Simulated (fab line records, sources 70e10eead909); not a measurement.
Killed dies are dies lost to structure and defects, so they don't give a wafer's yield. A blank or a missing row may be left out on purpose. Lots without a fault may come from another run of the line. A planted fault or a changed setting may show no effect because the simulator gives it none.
fab line records | flow nand_harc | part 1 of 2: steps 1 to 43 of 45
record lots=5 wafers=15 last_day=24
route steps=1159 shown A_CHANNEL_HOLE_D1@459 A_CHANNEL_FILL_D1@490 A_M0@1007 END@1159
lots that met no fault: from a run of the same line without faults
start_h: hours from the record's first day to the start of the lot's first wafer shown | wait_h: hours since the lot's step before | " the same as in the row above | L1.1+2: a row that stands for several wafers | - no value, or no start given | * or withheld: withheld | < > ~ a bound
route shown NAME@n: a module of which the file shows steps, and the number in the route of the first | usual: mean/standard deviation of fault-free wafers | same: alike in all rows | chamber/n: place in a boat | sites: the reading at each site | _std_site: their standard deviation | _edge_site: outer sites' mean less inner sites' | radius_mm: how far each site lies from the wafer's centre | mask NAME#n: copy n | behind: the tool/chamber that last shaped the wafer | hold: why the lot was held/for how many hours/how that ended | device: the transistor (n, p or np) that didn't switch | end of line: the same wafers' tests at the end of the route | a step without rows: its recipe alone | killed: dies lost to structure and defects at the first sort, not the wafer's yield | map: a wafer's dies, x killed, . not, _ none there
set.NAME: the setting as run; set.NAME@STEP: as run at that earlier step | model.NAME: the simulator's own value behind a step, which no gauge read
lots at some steps of the route; a table a step, a row a wafer
services: from which hour (start_h, from the record's first day; less than 0 if before it) a tool's chamber was out of use, for how many hours, and why
## steps
# step NHARC_A_CHANNEL_HOLE_D1_EXPOSE_07
# recipe na=1.35 target_cd_nm=100 sigma_outer=0.3 dose_mj=59.65 mask_id=HOLE_D1
# step NHARC_A_CHANNEL_HOLE_D1_PEB_08
# recipe peb_temp_c=100 peb_time_s=65
# step NHARC_A_CHANNEL_HOLE_D1_DEVELOP_09
# recipe develop_time_s=35 dev_temp_c=23
# step NHARC_A_CHANNEL_HOLE_D1_CD_MEAS_10
# recipe target_cd_nm=100 landing_energy_ev=500
# usual cd_nm=99.7/0.6
# columns lot.wafer tool chamber start_h wait_h cd_nm
L997.2 cd_sem-01 0 172.92 - 100.6
L997.3 " 0 " " 100.7
L997.4 " 0 " " 99.6
L111.3 cd_sem-02 0 266.18 - 99.3
L111.5 " 0 " " 100.0
L111.6 " 0 " " 99.6
L108.1 cd_sem-02 0 266.50 - 100.9
L108.3 " 0 " " 99.6
L108.4 " 0 " " 99.7
L115.2 cd_sem-02 0 280.63 - 98.6
L115.5 " 0 " " 99.1
L115.6 " 0 " " 100.2
L117.2 cd_sem-03 0 286.20 - 98.5
L117.4 " 0 " " 99.4
L117.5 " 0 " " 98.7
# step NHARC_A_CHANNEL_HOLE_D1_OVL_MEAS_11
# usual overlay_x_nm=0.0/0.67 overlay_y_nm=-0.1/1.1
# columns lot.wafer tool chamber start_h wait_h overlay_x_nm overlay_y_nm
L997.2 overlay-02 - 173.00 - -0.8 1.7
L997.3 " - " " -0.6 0.6
L997.4 " - " " -0.2 1.1
L111.3 overlay-01 - 266.29 - 0.1 0.7
L111.5 " - " " 0.3 0.1
L111.6 " - " " -0.2 0.6
L108.1 overlay-02 - 266.59 - -0.1 -1.5
L108.3 " - " " -0.2 -0.6
L108.4 " - " " 0.4 -0.9
L115.2 overlay-02 - 280.72 - -1.3 1.7
L115.5 " - " " -1.5 1.5
L115.6 " - " " -1.5 1.8
L117.2 overlay-02 - 286.28 - 0.9 0.7
L117.4 " - " " 0.2 1.6
L117.5 " - " " 0.4 1.4
# step NHARC_A_CHANNEL_HOLE_D1_INSPECT_12
# usual raw_defect_count=5/3.1
# columns lot.wafer tool chamber start_h wait_h raw_defect_count
L997.2 defect_inspect-02 - 173.04 0.0 6
L997.3 " - " " 7
L997.4 " - " " 5
L111.3 defect_inspect-02 - 266.32 0.0 2
L111.5 " - " " 5
L111.6 " - " " 12
L108.1 defect_inspect-01 - 266.63 0.0 7
L108.3 " - " " 6
L108.4 " - " " 2
L115.2 defect_inspect-02 - 280.75 0.0 7
L115.5 " - " " 7
L115.6 " - " " 8
L117.2 defect_inspect-02 - 286.32 0.0 4
L117.4 " - " " 5
L117.5 " - " " 5
# step NHARC_A_CHANNEL_HOLE_D1_DESCUM_15
# recipe time_s=3 o2_flow_sccm=200 ar_flow_sccm=0 bias_power_w=0 chemistry=O2
# usual drypump_motor_current_A=5.8/0.36 oes_product_au=0.996/0.014 rf_vpp_V=58.0/0.88 showerhead_plenum_p_Torr=1.93/0.066 throttle_valve_pct=11.312/0.0087
# columns lot.wafer tool chamber start_h wait_h drypump_motor_current_A oes_product_au rf_hours_counter_h rf_vpp_V showerhead_plenum_p_Torr throttle_valve_pct
L997.2 rie_diel-09 0 173.10 0.1 5.3 1.002 7.2 59.4 2.04 11.307
L997.4 " 2 " " 5.1 1.003 6.0 57.0 1.94 11.313
L997.3 " 3 " " 6.0 1.018 6.5 57.2 1.91 11.312
L111.3 rie_diel-08 2 266.38 0.1 5.7 0.978 6.9 57.2 1.84 11.323
L111.5 " 2 " " 5.7 0.975 - 58.4 1.84 11.310
L111.6 " 3 " " 5.7 1.006 - 57.5 1.93 11.319
L108.1 rie_diel-09 1 266.69 0.1 6.3 0.984 0 57.9 1.90 11.313
L108.3 " 3 " " 6.0 0.979 0 57.7 1.91 11.306
L108.4 " 0 " " 5.3 0.980 0 57.8 2.04 11.308
L115.2 rie_diel-10 1 280.84 0.1 5.6 1.009 7.8 58.2 1.98 11.316
L115.5 " 2 " " 6.1 0.997 - 58.5 1.92 11.314
L115.6 " 0 " " 5.7 1.004 - 57.3 1.96 11.301
L117.2 rie_diel-08 0 286.40 0.1 5.8 0.974 9.0 56.4 1.93 11.323
L117.5 " 3 " " 5.7 1.013 - 57.9 1.93 11.309
L117.4 " 2 " " 5.7 0.979 - 58.0 1.83 11.309
# step NHARC_A_CHANNEL_HOLE_D1_ETCH_38
# recipe target_depth_a=390 over_etch_frac=0.3 time_s=65 ion_energy_ev=80 cf4_flow_sccm=150 ar_flow_sccm=0 rf_w=300 bias_w=100 chemistry=CF4
# step NHARC_A_CHANNEL_HOLE_D1_ETCH_39
# recipe target_depth_a=2600 over_etch_frac=0.3 time_s=325 ion_energy_ev=200 n2_flow_sccm=150 h2_flow_sccm=150 ar_flow_sccm=0 rf_w=400 bias_w=150 chemistry=N2/H2
# step NHARC_A_CHANNEL_HOLE_D1_ETCH_34
# recipe target_depth_a=1540 time_s=77 cf4_flow_sccm=100 chf3_flow_sccm=30 ar_flow_sccm=0 rf_w=500 bias_w=200 chemistry=CF4/CHF3
# step NHARC_A_CHANNEL_HOLE_D1_ETCH_16
# recipe target_depth_a=31000 over_etch_frac=0.3 time_s=806 ion_energy_ev=150 o2_flow_sccm=400 cos_flow_sccm=20 ar_flow_sccm=0 rf_w=500 bias_w=300 chemistry=O2/COS
# usual drypump_motor_current_A=5.8/0.35 oes_product_au=0.997/0.015 rf_vpp_V=314.4/1.7 showerhead_plenum_p_Torr=3.14/0.11 throttle_valve_pct=28.330/0.0087
# columns lot.wafer tool chamber start_h wait_h drypump_motor_current_A oes_product_au rf_hours_counter_h rf_vpp_V showerhead_plenum_p_Torr throttle_valve_pct
L997.2 rie_diel-09 0 - - 5.3 0.994 7.5 317.2 3.32 28.326
L997.3 " 1 " " 6.3 0.998 7.0 312.0 3.11 28.339
L997.4 " 3 " " 6.1 1.025 6.8 312.0 3.11 28.335
L111.3 rie_diel-08 2 - - 5.7 0.972 7.1 311.9 3.00 28.347
L111.5 " 0 " " 5.8 0.977 - 315.4 3.14 28.343
L111.6 " 1 " " 5.8 0.990 - 311.8 2.95 28.333
L108.4 rie_diel-09 2 - - 5.1 0.979 0.4 315.1 3.17 28.336
L108.3 " 3 " " 6.0 0.988 0.3 313.0 3.11 28.311
L108.1 " 0 " " 5.3 0.992 0.2 315.8 3.32 28.336
L115.2 rie_diel-10 0 - - 5.7 1.012 8.8 312.9 3.20 28.334
L115.5 " 2 " " 6.1 0.997 - 313.5 3.13 28.332
L115.6 " 0 " " 5.7 1.013 - 315.0 3.20 28.344
L117.2 rie_diel-08 2 - - 5.7 0.977 9.5 312.6 3.00 28.341
L117.4 " 3 " " 5.7 1.011 8.9 315.2 3.14 28.318
L117.5 " 1 " " 5.8 1.013 - 313.7 2.95 28.335
# step NHARC_A_CHANNEL_HOLE_D1_CD_MEAS_18
# usual cd_nm=99/3.9
# columns lot.wafer tool chamber start_h wait_h cd_nm
L997.2 cd_sem-02 - 174.21 - 97
L997.3 " - " " 101
L997.4 " - " " 100
L111.3 cd_sem-01 - 267.49 - 94
L111.5 " - " " 103
L111.6 " - " " 106
L108.1 cd_sem-02 - 267.80 - 98
L108.3 " - " " 99
L108.4 " - " " 104
L115.2 cd_sem-02 - 282.13 - 93
L115.5 " - " " 99
L115.6 " - " " 97
L117.2 cd_sem-02 - 287.60 - 90
L117.4 " - " " 99
L117.5 " - " " 104
# step NHARC_A_CHANNEL_HOLE_D1_ETCH_19
# recipe bias_v=1200 source_w=2500 pressure_mtorr=15 time_s=34.5 ar_flow_sccm=375 c4f8_flow_sccm=28.8 o2_flow_sccm=96.2 temp_c=-20 target_depth_a=* chemistry=C4F8/O2/Ar
# usual drypump_motor_current_A=5.7/0.32 showerhead_plenum_p_Torr=3.86/0.058 throttle_valve_pct=37.039/0.0089
# columns lot.wafer tool chamber start_h wait_h drypump_motor_current_A rf_hours_counter_h showerhead_plenum_p_Torr throttle_valve_pct
L997.2 har_etch-02 1 174.30 0.1 5.9 94 3.93 37.038
L997.4 " 0 " " 5.6 - 3.93 37.022
L997.3 " 1 " " 5.9 - 3.93 37.027
L111.3 har_etch-01 0 267.60 0.1 5.3 - 3.77 37.039
L111.6 " 0 " " 5.3 - 3.77 37.026
L111.5 " 1 " " 6.2 - 3.85 37.051
L108.1 har_etch-02 0 267.89 0.1 5.6 127 3.91 37.058
L108.3 " 1 " " 5.9 - 3.91 37.037
L108.4 " 0 " " 5.6 - 3.91 37.046
L115.2 har_etch-01 0 285.11 3.0 5.3 244 3.76 37.049
L115.6 " 1 " " 6.1 - 3.84 37.049
L115.5 " 0 " " 5.3 - 3.76 37.028
L117.2 har_etch-01 1 289.25 1.6 6.1 248 3.84 37.037
L117.4 " 1 " " 6.1 - 3.84 37.043
L117.5 " 0 " " 5.3 - 3.76 37.038
# step NHARC_A_CHANNEL_HOLE_D1_ETCH_20
# recipe bias_v=3000 source_w=withheld pressure_mtorr=20 time_s=361.9 ar_flow_sccm=375 c4f8_flow_sccm=89.3 o2_flow_sccm=35.7 temp_c=-20 target_depth_a=16000 chemistry=C4F8/O2/Ar
# step NHARC_A_CHANNEL_HOLE_D1_ETCH_21
# recipe bias_v=3000 source_w=withheld pressure_mtorr=20 time_s=514.3 ar_flow_sccm=375 c4f8_flow_sccm=89.3 o2_flow_sccm=35.7 temp_c=-20 target_depth_a=16000 chemistry=C4F8/O2/Ar
# step NHARC_A_CHANNEL_HOLE_D1_ETCH_22
# recipe bias_v=3000 source_w=withheld pressure_mtorr=20 time_s=666.7 ar_flow_sccm=375 c4f8_flow_sccm=89.3 o2_flow_sccm=35.7 temp_c=-20 target_depth_a=16000 chemistry=C4F8/O2/Ar
# step NHARC_A_CHANNEL_HOLE_D1_ETCH_23
# recipe bias_v=5000 source_w=withheld pressure_mtorr=20 time_s=819 ar_flow_sccm=375 c4f8_flow_sccm=89.3 o2_flow_sccm=35.7 temp_c=-20 target_depth_a=16000 chemistry=C4F8/O2/Ar
# step NHARC_A_CHANNEL_HOLE_D1_ETCH_24
# recipe bias_v=5000 source_w=withheld pressure_mtorr=20 time_s=906.2 ar_flow_sccm=375 c4f8_flow_sccm=93.8 o2_flow_sccm=31.2 temp_c=-20 target_depth_a=15000 chemistry=C4F8/O2/Ar
# step NHARC_A_CHANNEL_HOLE_D1_ETCH_25
# recipe bias_v=5000 source_w=withheld pressure_mtorr=20 time_s=1040.2 ar_flow_sccm=375 c4f8_flow_sccm=93.8 o2_flow_sccm=31.2 temp_c=-20 target_depth_a=15000 chemistry=C4F8/O2/Ar
# step NHARC_A_CHANNEL_HOLE_D1_ETCH_26
# recipe bias_v=300 source_w=2000 pressure_mtorr=30 time_s=224.1 ar_flow_sccm=375 c4f8_flow_sccm=11.4 o2_flow_sccm=113.6 temp_c=-20 target_depth_a=3000 chemistry=C4F8/O2/Ar
# usual drypump_motor_current_A=5.7/0.32 showerhead_plenum_p_Torr=3.86/0.059 throttle_valve_pct=24.585/0.0099
# columns lot.wafer tool chamber start_h wait_h drypump_motor_current_A rf_hours_counter_h showerhead_plenum_p_Torr throttle_valve_pct
L997.2 har_etch-02 1 178.13 0.6 5.9 98 3.93 24.582
L997.4 " 0 " " 5.6 - 3.93 24.577
L997.3 " 1 " " 5.9 - 3.93 24.585
L111.3 har_etch-01 0 271.42 0.5 5.3 - 3.77 24.591
L111.6 " 0 " " 5.2 - 3.77 24.577
L111.5 " 1 " " 6.1 - 3.85 24.582
L108.1 har_etch-02 0 271.70 0.6 5.6 131 3.91 24.575
L108.3 " 1 " " 5.8 - 3.91 24.589
L108.4 " 0 " " 5.6 - 3.91 24.589
L115.2 har_etch-01 0 288.87 0.6 5.3 248 3.76 24.585
L115.6 " 1 " " 6.1 - 3.84 24.590
L115.5 " 0 " " 5.2 - 3.76 24.587
L117.2 har_etch-01 1 293.05 0.6 6.1 252 3.84 24.596
L117.4 " 1 " " 6.2 - 3.84 24.564
L117.5 " 0 " " 5.3 - 3.76 24.589
# step NHARC_A_CHANNEL_HOLE_D1_ETCH_33
# recipe bias_v=400 source_w=2000 pressure_mtorr=25 time_s=90 ar_flow_sccm=375 c4f8_flow_sccm=41.7 o2_flow_sccm=83.3 temp_c=-20 target_depth_a=4000 chemistry=C4F8/O2/Ar
# step NHARC_A_CHANNEL_HOLE_D1_STRIP_41
# recipe n2_flow_sccm=150 h2_flow_sccm=150 ar_flow_sccm=0 bias_w=0 chemistry=N2/H2
# step NHARC_A_CHANNEL_HOLE_D1_STRIP_42
# recipe cf4_flow_sccm=100 chf3_flow_sccm=30 ar_flow_sccm=0 bias_w=0 chemistry=CF4/CHF3
# step NHARC_A_CHANNEL_HOLE_D1_STRIP_43
# recipe o2_flow_sccm=400 cos_flow_sccm=20 ar_flow_sccm=0 bias_w=0 chemistry=O2/COS
# step NHARC_A_CHANNEL_HOLE_D1_ETCH_44
# recipe target_depth_a=1400 overetch_a=140 time_s=77 ion_energy_ev=100 cf4_flow_sccm=80 o2_flow_sccm=20 ar_flow_sccm=0 rf_w=300 bias_w=100 chemistry=CF4/O2
# step NHARC_A_CHANNEL_HOLE_D1_STRIP_27
# recipe o2_flow_sccm=500 ar_flow_sccm=0 bias_w=0 chemistry=O2
# step NHARC_A_CHANNEL_HOLE_D1_PRECLEAN_28
# recipe time_s=* temp_c=50 bath_age_min=0 chemistry=SC1
# step NHARC_A_CHANNEL_HOLE_D1_SRD_29
# step NHARC_A_CHANNEL_HOLE_D1_CD_MEAS_30
# usual cd_nm=90.4/1.7
# columns lot.wafer tool chamber start_h wait_h cd_nm
L997.2 cd_sem-02 - 179.83 - 95.1
L997.3 " - " " 94.0
L997.4 " - " " 90.6
L111.3 cd_sem-03 - 273.12 - 88.2
L111.5 " - " " 90.1
L111.6 " - " " 92.3
L108.1 cd_sem-03 - 273.41 - 91.1
L108.3 " - " " 86.6
L108.4 " - " " 92.9
L115.2 cd_sem-02 - 290.59 - 90.6
L115.5 " - " " 89.2
L115.6 " - " " 91.6
L117.2 cd_sem-01 - 294.76 - 89.3
L117.4 " - " " 90.8
L117.5 " - " " 89.7
# step NHARC_A_CHANNEL_HOLE_D1_XSEM_31
# recipe landing_energy_ev=35000
# step NHARC_A_CHANNEL_HOLE_D1_INSPECT_40
# usual raw_defect_count=65/21
# columns lot.wafer tool chamber start_h wait_h raw_defect_count
L997.2 defect_inspect-01 - 180.02 - 46
L997.3 " - " " 38
L997.4 " - " " 42
L111.3 defect_inspect-02 - 273.31 - 86
L111.5 " - " " 62
L111.6 " - " " 72
L108.1 defect_inspect-02 - 273.61 - 38
L108.3 " - " " 60
L108.4 " - " " 53
L115.2 defect_inspect-01 - 290.77 - 76
L115.5 " - " " 95
L115.6 " - " " 68
L117.2 defect_inspect-01 - 294.94 - 70
L117.4 " - " " 120
L117.5 " - " " 78
# step NHARC_A_CHANNEL_FILL_D1_PRECLEAN_00
# recipe time_s=* temp_c=50 bath_age_min=0 chemistry=SC1
# step NHARC_A_CHANNEL_FILL_D1_SRD_01
# step NHARC_A_CHANNEL_FILL_D1_ALD_02
# recipe target_thk_a=60 pulse_time_s=10 ald_cycles=60 temp_c=300 material=SiO2
# usual heater_power_outer_w=269/36 heater_power_w=471/51 precursor_pulse_height_rel=1.000/0.018
# columns lot.wafer tool chamber start_h wait_h heater_power_outer_w heater_power_w precursor_pulse_height_rel
L997.3 ald_hk-04 2 180.22 - 287 479 0.983
L997.2 " 0 " " 251 437 1.054
L997.4 " 1 " " 244 418 1.003
L111.3 ald_hk-02 1 273.71 - 311 534 0.977
L111.5 " 2 " " 329 563 1.031
L111.6 " 3 " " 276 507 0.984
L108.3 ald_hk-04 3 273.81 - 272 471 1.001
L108.1 " 0 " " 277 479 1.004
L108.4 " 2 " " 289 471 1.003
L115.2 ald_hk-01 0 291.19 - 286 497 1.013
L115.6 " 1 " " 202 395 1.008
L115.5 " 2 " " 300 523 1.036
L117.4 ald_hk-01 3 295.14 - 264 452 1.004
L117.2 " 2 " " 300 501 1.001
L117.5 " 0 " " 287 506 1.022
# step NHARC_A_CHANNEL_FILL_D1_ALD_03
# recipe target_thk_a=60 pulse_time_s=60 ald_cycles=58 temp_c=630 pressure_torr=2 material=SiNx
# usual precursor_pulse_height_rel=1.001/0.017
# columns lot.wafer tool chamber start_h wait_h precursor_pulse_height_rel
L997.2 ald_sin_batch-01 0 - - 1.027
L997.3 " 0 " " 1.006
L997.4 " 0 " " 1.014
L108.1 ald_sin_batch-03 0 - - 1.017
L108.3 " 0 " " 0.982
L108.4 " 0 " " 1.009
L111.3 ald_sin_batch-03 0 - - 0.997
L111.5 " 0 " " 1.007
L111.6 " 0 " " 0.974
L115.2 ald_sin_batch-01 0 - - 0.983
L115.5 " 0 " " 0.969
L115.6 " 0 " " 1.008
L117.2 ald_sin_batch-01 0 - - 1.001
L117.4 " 0 " " 1.026
L117.5 " 0 " " 1.024
# step NHARC_A_CHANNEL_FILL_D1_ALD_14
# recipe target_thk_a=25 pulse_time_s=10 ald_cycles=25 temp_c=300 material=SiO2
# step NHARC_A_CHANNEL_FILL_D1_ALD_15
# recipe target_thk_a=20 pulse_time_s=60 ald_cycles=19 temp_c=630 pressure_torr=2 material=SiNx
# step NHARC_A_CHANNEL_FILL_D1_ALD_16
# recipe target_thk_a=15 pulse_time_s=10 ald_cycles=15 temp_c=300 material=SiO2
# step NHARC_A_CHANNEL_FILL_D1_ANNEAL_17
# recipe temp_c=850 time_s=1800
# step NHARC_A_CHANNEL_FILL_D1_CVD_18
# recipe target_thk_a=30 temp_c=550 material=poly-Si
# step NHARC_A_CHANNEL_FILL_D1_ETCHBACK_19
# recipe target_depth_a=50 time_s=1.7 hbr_flow_sccm=150 cl2_flow_sccm=50 rf_w=400 icp_w=400 bias_w=100 chemistry=HBr/Cl2
# step NHARC_A_CHANNEL_FILL_D1_ETCHBACK_20
# recipe target_depth_a=270 time_s=13.5 c4f8_flow_sccm=withheld o2_flow_sccm=8 ar_flow_sccm=withheld rf_w=600 bias_w=1500 chemistry=C4F8/O2/Ar
# step NHARC_A_M0_DESCUM_14
# recipe time_s=3 o2_flow_sccm=200 ar_flow_sccm=0 bias_power_w=0 chemistry=O2
# usual drypump_motor_current_A=6.0/0.43 oes_product_au=1.005/0.013 rf_vpp_V=57.9/0.85 showerhead_plenum_p_Torr=1.93/0.058 throttle_valve_pct=11.311/0.0089
# columns lot.wafer tool chamber start_h wait_h drypump_motor_current_A oes_product_au rf_hours_counter_h rf_vpp_V showerhead_plenum_p_Torr throttle_valve_pct model.A_M0.cd_nm
L997.3 rie_diel-10 1 400.65 0.1 5.6 1.013 3 58.9 1.98 11.310 80.93
L997.2 " 0 " " 5.7 1.005 3 58.4 1.96 11.314 80.36
L997.4 " 1 " " 5.6 1.013 - 58.8 1.98 11.311 81.09
L111.3 rie_diel-05 1 505.71 0.1 5.6 1.004 11 58.2 1.97 11.315 80.17
L111.5 " 0 " " 6.4 1.003 - 57.3 1.97 11.311 80.12
L111.6 " 3 " " 5.0 0.995 - 57.1 1.81 11.299 79.72
L108.3 rie_diel-04 0 506.14 0.1 6.0 1.009 1 59.4 1.92 11.311 75.57
L108.4 " 1 " " 6.0 0.991 1 56.8 1.88 11.309 75.61
L108.1 " 2 " " 6.4 1.027 1 58.7 1.88 11.314 75.18
L115.2 rie_diel-10 2 525.96 0.1 6.1 1.003 13 57.6 1.91 11.314 78.51
L115.5 " 3 " " 6.6 1.011 - 58.2 2.04 11.301 79.7
L115.6 " 0 " " 5.7 1.006 - 57.6 1.96 11.304 80.93
L117.4 rie_diel-10 1 526.06 0.1 5.6 1.014 13 57.3 1.97 11.305 80.19
L117.2 " 3 " " 6.6 1.012 10 61.1 2.04 11.307 79.82
L117.5 " 0 " " 5.7 1.006 - 57.5 1.96 11.304 79.85
## key
first_sign none at tools or gauges
model_effect step=NHARC_A_M0_DESCUM_14 value=A_M0.cd_nm without=79.46 struck=75.45
model_effect step=NHARC_A_M0_ETCH_15 value=A_M0.cd_nm without=79.48 struck=75.48
met_at NHARC_A_CHANNEL_HOLE_D1_ETCH_19
struck_wafers L108.1,L108.3,L108.4
tester_left_out L108
loop_trim step=NHARC_A_M0_EXPOSE_06 setting=dose lots=L108
onset_between 174.30 267.89
also_fits NHARC_A_CHANNEL_HOLE_D1_DESCUM_15:rie_diel-09,NHARC_A_CHANNEL_HOLE_D1_ETCH_16:rie_diel-09,NHARC_A_CHANNEL_HOLE_D1_ETCH_26:har_etch-02,NHARC_A_CHANNEL_FILL_D1_ALD_02:ald_hk-04
fault kind=process_parameter_drift tool=har_etch-02 chamber=- onset_h=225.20 steps=NHARC_A_CHANNEL_HOLE_D1_ETCH_19 channel=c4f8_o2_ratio offset=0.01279 shape=step end_h=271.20 acts_in=these_recipes_only stated=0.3
# tester_left_out: of these lots the tester's yield and bins aren't shown, on N5 and GAA mostly nor the transistor test; their killed dies are dies lost to structure and defects alone, not to doping, threshold or leakage, so they don't give the yield
# loop_trim: a control loop set the setting to another value than it would have without faults
